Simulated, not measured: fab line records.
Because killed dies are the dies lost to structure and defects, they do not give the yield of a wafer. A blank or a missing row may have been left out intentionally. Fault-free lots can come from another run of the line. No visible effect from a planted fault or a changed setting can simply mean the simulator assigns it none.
fab line records	flow n5Finfet
[record] lots = 24	wafers = 72	lastDay = 18
route steps=1938 shown BEOL_M10@1534 BEOL_M11@1549 BEOL_M12@1616
lots with no fault: from the same line, run without faults
startH: start of the lot's first displayed wafer, in hours after the record's first day	waitH: hours from the lot's prior step to this one	" same as the row above	L1.1+2: one row covering several wafers at once	- no value present, or no start provided	* or withheld: withheld	< > ~ a bound
route shown NAME@n: names a module that has steps shown in the file, with the first one's number in the route	usual: mean and standard deviation over wafers with no fault	same: alike in all rows	chamber/n: place in a boat	sites: each site's reading	_std_site: the standard deviation of these	_edge_site: inner sites' mean taken away from outer sites' mean	radiusMm: for every site, how far away it sits from the centre of the wafer	mask NAME#n: copy n	behind: tool/chamber where the wafer was last shaped	hold: the reason the lot was held/the length of the hold in hours/how it ended	device: transistor that didn't switch, given as n, p or np	end of line: the tests these same wafers got at the end of their route	step lacking rows: just its recipe	killed: not the wafer's yield, but the dies lost to structure and defects at the first sort	map: a wafer's dies, marking killed ones x, the rest . and places with no die _
set.NAME: the setting as run; set.NAME@STEP: as run at that earlier step	model.NAME: the simulator's own value behind a step, which no gauge read
a sample of lots followed through the steps of the route, with each step as a table and each wafer as a row
services: the hour from which a tool's chamber was out of use, counted from the record's first day as startH (under 0 if before that day), plus the number of hours and why
[[steps]]
[step N5_BEOL_M10_RS_MEAS_57]
[recipe] thkMeasGauge = four-point-probe	reads = Cu_of_BEOL_M10_ECD_50+Co_of_BEOL_M10_CVD_75+TaN_of_BEOL_M10_ALD_74
[usual] M10_RS = 0.151/0.0038
lot.wafer	tool	chamber	startH	waitH	M10_RS[ohm/sq]
L074.2	filmMetro-01	-	244.22	0.1	0.148
L074.5	"	-	"	"	0.148
L074.6	"	-	"	"	0.153
L075.2	filmMetro-01	-	244.51	0.1	0.150
L075.3	"	-	"	"	0.151
L075.5	"	-	"	"	0.145
L076.1	filmMetro-01	-	261.16	0.1	0.151
L076.2	"	-	"	"	0.146
L076.5	"	-	"	"	0.147
L077.1	filmMetro-01	-	262.12	0.1	0.150
L077.2	"	-	"	"	0.158
L077.5	"	-	"	"	0.151
L078.1	filmMetro-02	-	262.39	0.1	0.151
L078.4	"	-	"	"	0.158
L078.6	"	-	"	"	0.151
L081.2	filmMetro-02	-	271.94	0.1	0.148
L081.5	"	-	"	"	0.147
L081.6	"	-	"	"	0.150
L082.1	filmMetro-02	-	282.47	0.1	0.148
L082.5	"	-	"	"	0.156
L082.6	"	-	"	"	0.151
L079.2	filmMetro-01	-	286.05	0.1	0.153
L079.3	"	-	"	"	0.151
L079.4	"	-	"	"	0.146
L080.1	filmMetro-02	-	286.41	0.1	0.153
L080.3	"	-	"	"	0.149
L080.4	"	-	"	"	0.145
L084.1	filmMetro-01	-	290.31	0.1	0.150
L084.3	"	-	"	"	0.155
L084.6	"	-	"	"	0.153
L083.1	filmMetro-02	-	297.91	0.1	0.150
L083.3	"	-	"	"	0.148
L083.4	"	-	"	"	0.151
L086.3	filmMetro-02	-	303.13	0.1	0.155
L086.4	"	-	"	"	0.149
L086.5	"	-	"	"	0.149
L085.1	filmMetro-02	-	307.76	0.1	0.146
L085.3	"	-	"	"	0.151
L085.6	"	-	"	"	0.154
L090.2	filmMetro-01	-	316.37	0.1	0.155
L090.4	"	-	"	"	0.151
L090.6	"	-	"	"	0.151
L087.1	filmMetro-01	-	322.22	0.1	0.151
L087.4	"	-	"	"	0.158
L087.5	"	-	"	"	0.143
L088.1	filmMetro-02	-	326.63	0.1	0.150
L088.3	"	-	"	"	0.156
L088.6	"	-	"	"	0.144
L089.1	filmMetro-01	-	333.70	0.1	0.159
L089.3	"	-	"	"	0.151
L089.5	"	-	"	"	0.161
L092.4	filmMetro-02	-	344.01	0.0	0.158
L092.5	"	-	"	"	0.155
L092.6	"	-	"	"	0.152
L091.1	filmMetro-02	-	347.58	0.1	0.147
L091.5	"	-	"	"	0.147
L091.6	"	-	"	"	0.153
L093.2	filmMetro-02	-	347.66	0.1	0.152
L093.4	"	-	"	"	0.147
L093.5	"	-	"	"	0.147
L094.2	filmMetro-01	-	360.33	0.1	0.154
L094.4	"	-	"	"	0.154
L094.6	"	-	"	"	0.158
L095.1	filmMetro-01	-	373.22	0.1	0.151
L095.4	"	-	"	"	0.149
L095.5	"	-	"	"	0.154
L097.4	filmMetro-01	-	375.36	0.1	0.154
L097.5	"	-	"	"	0.148
L097.6	"	-	"	"	0.153
L096.2	filmMetro-01	-	375.47	0.1	0.156
L096.4	"	-	"	"	0.150
L096.6	"	-	"	"	0.156
[step N5_BEOL_M11_CD_MEAS_11]
[recipe] targetCdNm = 64.1	landingEnergyEv = 500	detector = seInlens	polarity = opening
[usual] cdNm = 63.8/0.71
lot.wafer	tool	chamber	startH	waitH	cdNm
L074.2	cdSem-02	0	245.78	-	62.1
L074.5	"	0	"	"	62.5
L074.6	"	0	"	"	62.5
L075.2	cdSem-01	0	246.01	-	62.9
L075.3	"	0	"	"	63.3
L075.5	"	0	"	"	63.3
L077.1	cdSem-02	0	263.89	-	62.9
L077.2	"	0	"	"	62.7
L077.5	"	0	"	"	63.4
L076.1	cdSem-03	0	264.16	-	63.7
L076.2	"	0	"	"	64.6
L076.5	"	0	"	"	64.9
L078.1	cdSem-01	0	264.32	-	64.3
L078.4	"	0	"	"	65.5
L078.6	"	0	"	"	64.6
L081.2	cdSem-02	0	275.59	-	64.1
L081.5	"	0	"	"	64.4
L081.6	"	0	"	"	64.5
L082.1	cdSem-02	0	284.50	-	62.7
L082.5	"	0	"	"	62.9
L082.6	"	0	"	"	63.5
L079.2	cdSem-01	0	288.10	-	64.8
L079.3	"	0	"	"	63.8
L079.4	"	0	"	"	64.1
L080.1	cdSem-03	0	288.30	-	62.7
L080.3	"	0	"	"	63.3
L080.4	"	0	"	"	63.1
L084.1	cdSem-01	0	293.86	-	64.5
L084.3	"	0	"	"	64.6
L084.6	"	0	"	"	64.3
L083.1	cdSem-01	0	301.00	-	63.6
L083.3	"	0	"	"	63.6
L083.4	"	0	"	"	64.2
L086.3	cdSem-03	0	305.01	-	63.4
L086.4	"	0	"	"	63.4
L086.5	"	0	"	"	63.1
L085.1	cdSem-01	0	309.95	-	63.8
L085.3	"	0	"	"	63.3
L085.6	"	0	"	"	63.7
L090.2	cdSem-02	0	317.74	-	64.0
L090.4	"	0	"	"	63.5
L090.6	"	0	"	"	63.9
L087.1	cdSem-01	0	325.46	-	63.9
L087.4	"	0	"	"	63.2
L087.5	"	0	"	"	63.5
L088.1	cdSem-03	0	330.80	-	64.6
L088.3	"	0	"	"	63.1
L088.6	"	0	"	"	63.9
L089.1	cdSem-02	0	335.43	-	64.2
L089.3	"	0	"	"	64.1
L089.5	"	0	"	"	64.1
L092.4	cdSem-02	0	346.77	-	64.7
L092.5	"	0	"	"	65.0
L092.6	"	0	"	"	64.2
L091.1	cdSem-01	0	350.16	-	64.5
L091.5	"	0	"	"	64.8
L091.6	"	0	"	"	64.5
L093.2	cdSem-03	0	350.42	-	63.6
L093.4	"	0	"	"	64.0
L093.5	"	0	"	"	63.4
L094.2	cdSem-02	0	361.83	-	62.5
L094.4	"	0	"	"	63.2
L094.6	"	0	"	"	62.6
L095.1	cdSem-01	0	375.15	-	64.7
L095.4	"	0	"	"	63.9
L095.5	"	0	"	"	63.7
L097.4	cdSem-01	0	378.00	-	65.2
L097.5	"	0	"	"	64.1
L097.6	"	0	"	"	64.8
L096.2	cdSem-02	0	378.16	-	63.1
L096.4	"	0	"	"	63.7
L096.6	"	0	"	"	63.0
[step N5_BEOL_M12_ETCH_59]
[recipe] chemistry = N2/H2	target = BARC	targetDepthA = 890	overetchA = 267	timeS = 67.9	ionEnergyEv = 200	pressureMtorr = 30	sourceW = 840	biasW = 150	n2FlowSccm = 200	h2FlowSccm = 200
[usual] drypumpMotorCurrentA = 6.0/0.5	oesProductAu = 0.70/0.078	rfVppV = 525.4/2.5	showerheadPlenumPTorr = 2.60/0.083	throttleValvePct = 17.77/0.25
lot.wafer	tool	chamber	startH	waitH	drypumpMotorCurrentA	oesProductAu	rfHoursCounterH	rfVppV	showerheadPlenumPTorr	throttleValvePct
L074.2	rieDiel-02	0	253.07	0.0	6.2	0.60	229	526.8	2.61	17.61
L074.5	"	0	"	"	6.2	0.59	-	525.8	2.61	17.62
L074.6	"	1	"	"	6.5	0.75	-	527.3	2.70	17.53
L075.2	rieDiel-05	0	254.01	0.0	5.6	0.82	12	526.2	2.58	17.73
L075.3	"	1	"	"	6.5	0.59	234	523.9	2.52	17.64
L075.5	"	3	"	"	6.2	0.84	-	528.2	2.71	17.53
L076.1	rieDiel-02	1	270.70	0.0	6.6	0.75	51	527.9	2.70	17.54
L076.2	"	0	"	"	6.3	0.59	235	526.9	2.61	17.62
L076.5	"	1	"	"	6.5	0.75	-	527.5	2.69	17.55
L077.1	rieDiel-05	0	271.02	0.0	5.6	0.80	18	525.1	2.58	17.76
L077.2	"	2	"	"	5.6	0.60	218	526.6	2.62	18.20
L077.5	"	1	"	"	6.5	0.59	-	523.4	2.52	17.65
L078.1	rieDiel-01	0	271.12	0.0	6.8	0.61	201	522.6	2.51	17.89
L078.4	"	1	"	"	6.1	0.67	126	526.9	2.67	18.01
L078.6	"	1	"	"	6.1	0.67	-	526.9	2.67	18.03
L081.2	rieDiel-02	2	282.39	0.0	5.7	0.66	120	523.5	2.57	18.11
L081.5	"	0	"	"	6.3	0.58	-	526.0	2.60	17.64
L081.6	"	1	"	"	6.5	0.74	-	529.0	2.69	17.57
L082.1	rieDiel-01	1	291.41	0.0	6.2	0.66	134	527.4	2.66	18.02
L082.5	"	2	"	"	4.9	0.59	-	521.1	2.41	18.04
L082.6	"	3	"	"	5.1	0.68	-	521.0	2.47	17.62
L080.1	rieDiel-01	0	295.30	0.0	6.8	0.61	209	523.5	2.51	17.91
L080.3	"	1	"	"	6.2	0.66	134	527.6	2.66	18.04
L080.4	"	3	"	"	5.1	0.68	91	521.9	2.47	17.60
L079.2	rieDiel-02	3	295.61	0.0	6.0	0.73	70	528.7	2.68	17.82
L079.3	"	0	"	"	6.3	0.59	243	526.4	2.60	17.65
L079.4	"	2	"	"	5.7	0.66	125	525.0	2.57	18.12
L084.1	rieDiel-05	0	299.22	0.0	5.6	0.79	29	524.9	2.58	17.77
L084.3	"	2	"	"	5.6	0.59	228	525.5	2.61	18.22
L084.6	"	3	"	"	6.3	0.79	-	528.5	2.70	17.55
L083.1	rieDiel-02	3	307.53	0.0	6.0	0.72	75	526.3	2.67	17.80
L083.3	"	0	"	"	6.2	0.59	247	526.8	2.60	17.65
L083.4	"	3	"	"	6.0	0.72	-	528.0	2.67	17.82
L086.3	rieDiel-05	2	310.02	0.0	5.6	0.59	234	526.0	2.61	18.22
L086.4	"	3	"	"	6.2	0.77	-	528.7	2.70	17.58
L086.5	"	0	"	"	5.6	0.78	-	524.1	2.57	17.78
L085.1	rieDiel-05	3	316.06	0.0	6.3	0.77	27	528.9	2.70	17.59
L085.3	"	0	"	"	5.6	0.77	38	525.3	2.57	17.80
L085.6	"	3	"	"	6.2	0.78	-	529.2	2.70	17.58
L090.2	rieDiel-02	3	324.10	0.0	6.0	0.71	80	527.8	2.67	17.82
L090.4	"	3	"	"	6.0	0.72	-	528.1	2.67	17.80
L090.6	"	2	"	"	5.7	0.66	-	524.6	2.56	18.14
L087.1	rieDiel-01	3	335.22	0.0	5.1	0.67	107	522.8	2.46	17.64
L087.4	"	0	"	"	6.8	0.60	224	523.7	2.50	17.92
L087.5	"	3	"	"	5.1	0.68	-	522.4	2.46	17.64
L088.1	rieDiel-05	2	339.88	0.0	5.6	0.57	246	525.9	2.61	18.25
L088.3	"	0	"	"	5.6	0.76	47	524.2	2.57	17.81
L088.6	"	0	"	"	5.6	0.76	-	525.2	2.57	17.78
L089.1	rieDiel-05	2	342.64	0.0	5.6	0.59	248	526.2	2.61	18.25
L089.3	"	3	"	"	6.3	0.76	38	528.3	2.69	17.61
L089.5	"	2	"	"	5.6	0.58	-	526.3	2.61	18.25
L092.4	rieDiel-01	2	353.22	0.0	4.9	0.57	-	520.1	2.40	18.08
L092.5	"	0	"	"	6.8	0.60	-	522.6	2.50	17.91
L092.6	"	1	"	"	6.2	0.64	-	526.9	2.65	18.08
L091.1	rieDiel-05	1	356.52	0.0	6.5	0.77	14	522.0	2.51	17.24
L091.5	"	3	"	"	6.2	0.75	-	526.7	2.69	17.61
L091.6	"	0	"	"	5.6	0.75	-	525.4	2.57	17.82
L093.2	rieDiel-02	3	357.14	0.0	6.0	0.71	89	527.2	2.67	17.83
L093.4	"	2	"	"	5.7	0.65	145	523.6	2.56	18.16
L093.5	"	2	"	"	5.7	0.64	-	525.0	2.56	18.15
L094.2	rieDiel-05	0	368.48	0.0	5.6	0.75	57	524.6	2.56	17.84
L094.4	"	3	"	"	6.2	0.75	46	527.2	2.69	17.61
L094.6	"	3	"	"	6.2	0.74	-	528.4	2.69	17.60
L095.1	rieDiel-05	3	382.15	0.0	6.3	0.74	49	528.5	2.69	17.60
L095.4	"	1	"	"	6.5	0.77	21	523.6	2.50	17.25
L095.5	"	3	"	"	6.2	0.74	-	526.8	2.69	17.61
L096.2	rieDiel-05	2	384.87	0.0	5.6	0.80	6	524.5	2.60	17.82
L096.4	"	1	"	"	6.5	0.76	22	522.8	2.50	17.27
L096.6	"	0	"	"	5.6	0.74	-	524.9	2.56	17.83
L097.4	rieDiel-05	1	385.14	0.0	6.5	0.76	22	522.3	2.50	17.26
L097.5	"	3	"	"	6.2	0.75	-	528.9	2.69	17.61
L097.6	"	0	"	"	5.6	0.73	-	525.8	2.56	17.83
[step N5_BEOL_M12_STRIP_63]
[recipe] chemistry = N2/H2	powerW = 1000	tempC = 250	h2Frac = 0.65	overashFraction = 0.3	pressureMtorr = 1000	n2FlowSccm = 1750	h2FlowSccm = 3250
[usual] drypumpMotorCurrentA = 5.6/0.55	heaterPowerW = 313/13	oesProductAu = 0.693/0.0045	stripTimeToEndpointS = 42.7/0.86
lot.wafer	tool	chamber	startH	waitH	drypumpMotorCurrentA	heaterPowerW	oesProductAu	rfHoursCounterH	stripTimeToEndpointS
L074.2	plasmaAsher-02	0	253.32	-	6.0	305	0.702	78	43.5
L074.5	"	1	"	"	4.9	307	0.690	-	42.7
L074.6	"	0	"	"	6.1	318	0.694	-	41.9
L075.2	plasmaAsher-02	1	254.26	-	5.0	308	0.689	79	42.6
L075.3	"	0	"	"	6.1	307	0.688	-	43.4
L075.5	"	1	"	"	5.0	303	0.692	-	41.1
L076.1	plasmaAsher-02	0	270.95	-	6.1	315	0.702	82	42.9
L076.2	"	1	"	"	4.9	314	0.698	82	44.1
L076.5	"	0	"	"	6.1	309	0.690	-	42.4
L077.1	plasmaAsher-02	0	271.27	-	6.1	311	0.692	82	43.5
L077.2	"	1	"	"	5.0	298	0.700	82	44.5
L077.5	"	1	"	"	5.0	301	0.692	-	42.6
L078.1	plasmaAsher-01	1	271.37	-	6.3	297	0.703	118	45.9
L078.4	"	1	"	"	6.3	293	0.700	-	42.3
L078.6	"	0	"	"	5.3	346	0.693	-	43.5
L081.2	plasmaAsher-01	1	282.64	-	6.3	307	0.689	120	42.5
L081.5	"	1	"	"	6.3	307	0.694	-	42.4
L081.6	"	0	"	"	5.3	344	0.695	-	41.7
L082.1	plasmaAsher-02	0	291.66	-	6.1	307	0.692	85	41.9
L082.5	"	1	"	"	5.0	308	0.699	-	41.6
L082.6	"	0	"	"	6.1	313	0.692	-	40.8
L080.1	plasmaAsher-02	1	295.55	-	5.0	310	0.700	86	43.0
L080.3	"	0	"	"	6.1	306	0.690	-	41.6
L080.4	"	1	"	"	5.0	307	0.690	-	41.0
L079.2	plasmaAsher-02	1	295.86	-	5.0	300	0.697	86	43.5
L079.3	"	1	"	"	5.0	311	0.706	-	43.7
L079.4	"	0	"	"	6.1	310	0.689	-	42.4
L084.1	plasmaAsher-01	1	299.48	-	6.3	301	0.696	124	42.4
L084.3	"	1	"	"	6.3	300	0.694	-	43.1
L084.6	"	0	"	"	5.3	343	0.689	-	41.2
L083.1	plasmaAsher-02	1	307.78	-	5.0	313	0.691	90	42.3
L083.3	"	0	"	"	6.1	312	0.695	-	43.4
L083.4	"	1	"	"	5.0	301	0.697	-	42.2
L086.3	plasmaAsher-02	0	310.59	-	6.1	308	0.693	-	44.3
L086.4	"	1	"	"	5.0	315	0.691	-	43.1
L086.5	"	1	"	"	5.0	313	0.688	-	42.3
L085.1	plasmaAsher-01	1	316.32	-	6.3	299	0.692	124	42.1
L085.3	"	0	"	"	5.3	342	0.696	-	43.1
L085.6	"	1	"	"	6.3	300	0.695	-	41.9
L090.2	plasmaAsher-02	1	324.35	-	4.9	305	0.693	95	42.0
L090.4	"	1	"	"	4.9	304	0.694	-	41.7
L090.6	"	1	"	"	5.0	310	0.688	-	41.5
L087.1	plasmaAsher-02	0	335.47	-	6.0	307	0.691	98	43.6
L087.4	"	0	"	"	6.1	314	0.689	-	43.2
L087.5	"	1	"	"	4.9	305	0.692	-	42.7
L088.1	plasmaAsher-02	0	340.13	-	6.1	306	0.694	99	43.4
L088.3	"	1	"	"	5.0	305	0.695	-	43.0
L088.6	"	1	"	"	5.0	314	0.700	-	41.7
L089.1	plasmaAsher-01	1	342.97	-	6.3	306	0.694	129	43.1
L089.3	"	1	"	"	6.3	312	0.686	-	42.3
L089.5	"	0	"	"	5.3	338	0.696	-	42.1
L092.4	plasmaAsher-01	0	353.47	-	5.3	344	0.685	-	42.9
L092.5	"	1	"	"	6.3	298	0.690	-	43.5
L092.6	"	0	"	"	5.3	349	0.687	-	41.9
L091.1	plasmaAsher-01	1	356.78	-	6.3	297	0.686	132	43.6
L091.5	"	1	"	"	6.3	296	0.700	-	42.8
L091.6	"	0	"	"	5.3	346	0.692	-	41.6
L093.2	plasmaAsher-02	0	357.39	-	6.1	315	0.687	102	42.6
L093.4	"	1	"	"	4.9	309	0.689	-	42.0
L093.5	"	1	"	"	4.9	313	0.685	-	42.3
L094.2	plasmaAsher-01	0	368.73	-	5.3	338	0.688	134	44.0
L094.4	"	1	"	"	6.3	301	0.686	-	42.8
L094.6	"	0	"	"	5.3	340	0.697	-	42.3
L095.1	plasmaAsher-02	0	382.48	-	6.1	305	0.688	108	42.9
L095.4	"	0	"	"	6.1	311	0.698	-	41.6
L095.5	"	1	"	"	4.9	310	0.689	-	42.2
L096.2	plasmaAsher-02	0	385.12	-	6.1	312	0.696	108	43.8
L096.4	"	1	"	"	5.0	314	0.700	-	42.6
L096.6	"	0	"	"	6.1	307	0.694	-	42.0
L097.4	plasmaAsher-02	0	385.41	-	6.0	309	0.690	-	43.2
L097.5	"	0	"	"	6.0	306	0.696	-	43.7
L097.6	"	1	"	"	5.0	304	0.695	-	43.3
[step N5_BEOL_M12_TRENCH_ETCH_34]
[recipe] chemistry = C4F8/O2/Ar	target = SiOC	targetDepthA = 3189.5	maskMaterial = SOC	pressureMtorr = 30	sourceW = 3000	biasW = 700	Ar_flow_sccm = 400	C4F8_flow_sccm = 15	O2_flow_sccm = 8	heInnerTorr = 15	heOuterTorr = 30	timeS = 125.5	ionEnergyEv = 250
[usual] O2_flow_sccm = 7.998/0.024	drypumpMotorCurrentA = 5.9/0.55	oesProductAu = 0.80/0.09	rfVppV = 667/3.3	showerheadPlenumPTorr = 3.47/0.12	throttleValvePct = 24.12/0.28
lot.wafer	tool	chamber	startH	waitH	O2_flow_sccm	drypumpMotorCurrentA	oesProductAu	rfHoursCounterH	rfVppV	showerheadPlenumPTorr	throttleValvePct
L074.2	rieDiel-02	3	254.43	0.0	7.999	6.0	0.88	57	671	3.62	24.37
L074.5	"	3	"	"	8.009	6.0	0.88	-	671	3.62	24.36
L074.6	"	0	"	"	8.001	6.2	0.69	-	670	3.50	23.87
L075.2	rieDiel-02	2	255.25	0.0	8.015	5.7	0.77	111	665	3.41	24.10
L075.3	"	1	"	"	7.998	6.5	0.88	46	668	3.60	23.83
L075.5	"	1	"	"	7.971	6.5	0.88	-	670	3.60	23.84
L076.1	rieDiel-05	2	272.27	0.0	8.035	5.6	0.69	219	669	3.53	24.54
L076.2	"	1	"	"	8.059	6.5	0.69	241	665	3.35	23.74
L076.5	"	1	"	"	7.989	6.5	0.68	-	665	3.35	23.74
L077.1	rieDiel-05	1	272.76	0.0	7.976	6.5	0.69	241	663	3.35	23.76
L077.2	"	2	"	"	7.936	5.6	0.69	219	667	3.53	24.56
L077.5	"	3	"	"	7.994	6.3	0.95	-	670	3.63	23.87
L078.1	rieDiel-01	3	272.97	0.0	8.013	5.1	0.81	85	663	3.35	24.05
L078.4	"	1	"	"	7.963	6.2	0.79	127	670	3.57	24.25
L078.6	"	2	"	"	8.036	4.9	0.69	-	661	3.25	24.20
L081.2	rieDiel-01	2	284.13	0.0	7.974	4.9	0.69	225	660	3.25	24.22
L081.5	"	2	"	"	7.988	4.9	0.68	-	660	3.25	24.18
L081.6	"	1	"	"	8.037	6.2	0.78	-	669	3.57	24.25
L082.1	rieDiel-05	2	292.65	0.0	8.024	5.6	0.68	226	668	3.53	24.56
L082.5	"	0	"	"	7.980	5.6	0.94	-	667	3.50	24.31
L082.6	"	1	"	"	8.055	6.5	0.67	-	665	3.35	23.75
L080.1	rieDiel-05	3	297.39	0.0	8.054	6.2	0.91	17	670	3.62	23.89
L080.3	"	2	"	"	8.014	5.6	0.68	228	668	3.53	24.55
L080.4	"	0	"	"	7.998	5.6	0.94	-	667	3.50	24.33
L079.2	rieDiel-01	3	297.51	0.0	7.988	5.1	0.81	92	664	3.35	24.07
L079.3	"	1	"	"	8.021	6.2	0.78	135	671	3.56	24.27
L079.4	"	0	"	"	7.980	6.8	0.70	210	665	3.41	24.46
L084.1	rieDiel-01	1	301.40	0.0	7.978	6.1	0.79	137	668	3.56	24.26
L084.3	"	3	"	"	7.985	5.1	0.81	94	663	3.35	24.05
L084.6	"	0	"	"	7.968	6.8	0.70	-	664	3.41	24.46
L083.1	rieDiel-05	2	308.90	0.0	7.998	5.6	0.67	233	669	3.53	24.57
L083.3	"	3	"	"	7.968	6.3	0.90	23	672	3.62	23.88
L083.4	"	2	"	"	8.012	5.6	0.67	-	668	3.53	24.56
L086.3	rieDiel-02	2	311.91	0.0	8.029	5.7	0.77	130	667	3.40	24.13
L086.4	"	3	"	"	7.987	6.0	0.85	77	669	3.61	24.40
L086.5	"	2	"	"	7.981	5.6	0.76	-	665	3.40	24.13
L085.1	rieDiel-02	3	317.32	0.0	8.013	6.0	0.84	80	670	3.61	24.39
L085.3	"	1	"	"	8.042	6.5	0.84	69	671	3.59	23.85
L085.6	"	1	"	"	8.008	6.5	0.84	-	671	3.59	23.85
L090.2	rieDiel-01	2	325.34	0.0	7.987	4.9	0.69	240	660	3.24	24.23
L090.4	"	0	"	"	7.962	6.8	0.70	220	664	3.41	24.48
L090.6	"	3	"	"	8.033	5.1	0.79	-	662	3.34	24.08
L087.1	rieDiel-01	0	336.66	0.0	7.985	6.8	0.68	225	665	3.41	24.48
L087.4	"	2	"	"	8.034	4.9	0.67	246	661	3.24	24.21
L087.5	"	1	"	"	8.022	6.1	0.77	-	670	3.56	24.27
L088.1	rieDiel-01	2	341.39	0.0	8.016	4.9	0.68	248	660	3.23	24.23
L088.3	"	0	"	"	7.980	6.8	0.69	227	664	3.40	24.48
L088.6	"	2	"	"	8.012	4.9	0.67	-	660	3.23	24.21
L089.1	rieDiel-01	0	344.01	0.0	7.988	6.8	0.69	229	662	3.40	24.47
L089.3	"	3	"	"	7.995	5.1	0.78	111	661	3.34	24.08
L089.5	"	1	"	"	8.008	6.1	0.76	-	670	3.55	24.29
L092.4	rieDiel-02	0	354.99	0.0	7.988	6.3	0.93	4	669	3.49	23.49
L092.5	"	1	"	"	7.972	6.5	0.82	-	669	3.58	23.87
L092.6	"	0	"	"	7.999	6.3	0.93	-	669	3.49	23.50
L091.1	rieDiel-05	3	357.76	0.0	7.980	6.2	0.87	43	670	3.61	23.93
L091.5	"	1	"	"	7.976	6.5	0.93	-	663	3.34	23.43
L091.6	"	0	"	"	8.004	5.6	0.90	-	667	3.48	24.37
L093.2	rieDiel-02	3	358.38	0.0	8.000	6.0	0.84	89	670	3.60	24.42
L093.4	"	0	"	"	7.993	6.2	0.92	5	669	3.49	23.49
L093.5	"	1	"	"	7.948	6.5	0.83	-	670	3.58	23.89
L094.2	rieDiel-02	0	370.10	0.0	8.018	6.3	0.91	9	667	3.49	23.51
L094.4	"	3	"	"	7.953	6.0	0.83	92	671	3.60	24.43
L094.6	"	2	"	"	8.011	5.7	0.75	-	665	3.39	24.16
L095.1	rieDiel-02	2	383.64	0.0	7.984	5.7	0.74	154	666	3.39	24.14
L095.4	"	2	"	"	7.996	5.7	0.74	-	665	3.39	24.15
L095.5	"	1	"	"	8.013	6.5	0.81	-	672	3.57	23.89
L096.2	rieDiel-05	2	386.11	0.0	7.983	5.6	0.95	6	668	3.51	24.26
L096.4	"	3	"	"	8.041	6.2	0.86	51	669	3.60	23.93
L096.6	"	2	"	"	7.988	5.6	0.94	-	668	3.51	24.28
L097.4	rieDiel-02	1	386.50	0.0	7.987	6.5	0.81	94	671	3.57	23.86
L097.5	"	3	"	"	7.960	6.0	0.82	-	670	3.60	24.42
L097.6	"	0	"	"	7.964	6.3	0.91	-	667	3.48	23.49
[step N5_BEOL_M12_SPUTTER_44]
[recipe] material = Ta	targetThkA = 100	tempC = 50	biasV = 80	powerW = 15000	chamberPressurePa = 0.07	timeS = 16.13
[usual] throttleValvePct = 30.1/1
lot.wafer	tool	chamber	startH	waitH	throttleValvePct
L074.2	pvdSputter-03	-	260.63	0.0	28.8
L074.5	"	-	"	"	31.7
L074.6	"	-	"	"	29.2
L075.2	pvdSputter-02	-	260.99	0.0	31.9
L075.3	"	-	"	"	29.4
L075.5	"	-	"	"	29.6
L076.1	pvdSputter-01	-	277.61	0.0	29.3
L076.2	"	-	"	"	29.8
L076.5	"	-	"	"	29.6
L077.1	pvdSputter-02	-	277.62	0.0	29.4
L077.2	"	-	"	"	30.2
L077.5	"	-	"	"	29.4
L078.1	pvdSputter-02	-	277.94	0.0	28.0
L078.4	"	-	"	"	29.6
L078.6	"	-	"	"	29.7
L081.2	pvdSputter-03	-	285.23	0.0	31.9
L081.5	"	-	"	"	31.8
L081.6	"	-	"	"	29.4
L082.1	pvdSputter-03	-	294.16	0.0	31.8
L082.5	"	-	"	"	29.5
L082.6	"	-	"	"	29.2
L080.1	pvdSputter-03	-	304.12	0.0	30.0
L080.3	"	-	"	"	30.5
L080.4	"	-	"	"	29.3
L079.2	pvdSputter-01	-	304.31	0.0	29.4
L079.3	"	-	"	"	30.6
L079.4	"	-	"	"	31.1
L084.1	pvdSputter-03	-	305.28	0.0	29.4
L084.3	"	-	"	"	30.0
L084.6	"	-	"	"	31.9
L083.1	pvdSputter-01	-	311.69	0.0	31.1
L083.3	"	-	"	"	30.7
L083.4	"	-	"	"	29.7
L086.3	pvdSputter-03	-	315.71	0.0	31.9
L086.4	"	-	"	"	30.6
L086.5	"	-	"	"	30.6
L085.1	pvdSputter-01	-	320.81	0.0	31.1
L085.3	"	-	"	"	29.5
L085.6	"	-	"	"	30.0
L090.2	pvdSputter-02	-	332.02	0.0	29.3
L090.4	"	-	"	"	27.9
L090.6	"	-	"	"	31.2
L087.1	pvdSputter-03	-	338.34	0.0	30.6
L087.4	"	-	"	"	31.6
L087.5	"	-	"	"	29.0
L088.1	pvdSputter-03	-	343.95	0.0	31.4
L088.3	"	-	"	"	29.4
L088.6	"	-	"	"	30.0
L089.1	pvdSputter-01	-	346.68	0.0	30.5
L089.3	"	-	"	"	29.8
L089.5	"	-	"	"	30.7
L092.4	pvdSputter-02	-	355.65	0.0	29.3
L092.5	"	-	"	"	28.1
L092.6	"	-	"	"	29.4
L091.1	pvdSputter-01	-	361.01	0.0	30.8
L091.5	"	-	"	"	31.1
L091.6	"	-	"	"	29.4
L093.2	pvdSputter-03	-	365.74	0.0	29.7
L093.4	"	-	"	"	29.1
L093.5	"	-	"	"	29.0
L094.2	pvdSputter-01	-	371.88	0.0	29.8
L094.4	"	-	"	"	30.7
L094.6	"	-	"	"	30.7
L095.1	pvdSputter-02	-	384.27	0.0	31.5
L095.4	"	-	"	"	29.7
L095.5	"	-	"	"	29.7
L096.2	pvdSputter-03	-	388.71	0.0	30.4
L096.4	"	-	"	"	29.8
L096.6	"	-	"	"	29.9
L097.4	pvdSputter-03	-	393.66	0.0	32.0
L097.5	"	-	"	"	29.2
L097.6	"	-	"	"	31.7
[[services]]
tool	chamber	startH	hours	kind
rieDiel-05	2	248.35	14.3	repair
rieDiel-01	2	252.54	8.2	repair
plasmaAsher-02	-	282.11	5.9	repair
rieDiel-05	1	297.02	-	clean
rieDiel-05	1	297.02	-	consumableReplace:focusRing
rieDiel-05	1	297.02	22.1	scheduledDown
rieDiel-05	1	297.02	22.1	ventCycle
plasmaAsher-01	-	300.45	15.6	pm
pvdSputter-02	-	305.59	2.2	repair
rieDiel-02	2	306.72	4.8	repair
rieDiel-02	3	317.48	4.5	repair
plasmaAsher-01	-	324.79	3.4	repair
pvdSputter-01	-	326.95	3.2	repair
rieDiel-02	3	329.20	11.3	repair
rieDiel-02	2	332.84	7.0	repair
rieDiel-05	2	350.55	-	clean
rieDiel-05	2	350.55	-	consumableReplace:focusRing
rieDiel-05	2	350.55	14.7	scheduledDown
plasmaAsher-02	-	351.47	2.8	repair
pvdSputter-02	-	360.36	9.0	repair
pvdSputter-02	-	373.64	2.1	repair
plasmaAsher-01	-	377.68	4.9	repair
rieDiel-02	0	379.82	4.5	repair
rieDiel-05	1	389.81	22.9	repair
[[key]]
fault none
